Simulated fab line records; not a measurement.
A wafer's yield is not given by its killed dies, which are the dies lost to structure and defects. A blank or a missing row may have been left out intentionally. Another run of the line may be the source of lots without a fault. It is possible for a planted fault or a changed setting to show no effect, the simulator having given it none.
The tool behind it: which one? ; flow nand_harc ; Sampling: 7 lots, 21 wafers, 2 of 1159 route steps

WHAT THE GAUGES SHOWED, per wafer
NHARC_A_BONDPAD_CD_MEAS_13.
lot;measured;on;cd_nm (nm)
L565;day 18 06:21;cd_sem-03;499.8 500.3 499.5
L566;day 18 13:47;cd_sem-03;500.7 501.5 504.6
L569;day 20 05:20;cd_sem-01;496.2 497.6 497.4
L573;day 20 04:58;cd_sem-01;497.3 502.8 498.6
L581;day 22 11:07;cd_sem-03;495.0 498.9 501.6
L584;day 24 00:16;cd_sem-02;500.5 498.9 499.3
L585;day 23 23:39;cd_sem-02;498.0 496.1 497.1

TOOL THAT RAN EACH LOT (tool first, then ch and the chambers of the sampled wafers, then the start)
lot;NHARC_A_STAIRCASE_ETCH_234
L565;rie_diel-12 ch 0,1,3, day 11 15:35
L566;rie_diel-04 ch 0,1,2, day 12 05:11
L569;rie_diel-12 ch 1,2,3, day 13 05:10
L573;rie_diel-04 ch 0,3, day 13 13:11
L581;rie_diel-12 ch 0,2,3, day 15 11:14
L584;rie_diel-12 ch 0,1,3, day 16 09:40
L585;rie_diel-08 ch 0,3, day 17 03:22
- NHARC_A_STAIRCASE_ETCH_234: etches the open film in C4F8/O2, target depth 100 nm, time 40.5 s.

THE ANSWER, worked out from the rows above alone
Rule: the lots themselves supply what counts as usual. The widest of any qualifying gaps counts: lots, ordered by their means at a reading, are off when they make up no more than a third of the lots, leave a main group of 4 or more, and stand apart from it by 3 or more times the standard deviation of that group's means. Not used: any main group whose means are identical at the precision the tables above print for the reading. A lot without any number at a reading at which 4 lots or more have one is off too. Where the step has rows for the other lots, those lots are counted as sound.
No lot is off on any of the readings shown, so nothing can be concluded from this.

WHAT THE SIMULATOR HAD PUT IN
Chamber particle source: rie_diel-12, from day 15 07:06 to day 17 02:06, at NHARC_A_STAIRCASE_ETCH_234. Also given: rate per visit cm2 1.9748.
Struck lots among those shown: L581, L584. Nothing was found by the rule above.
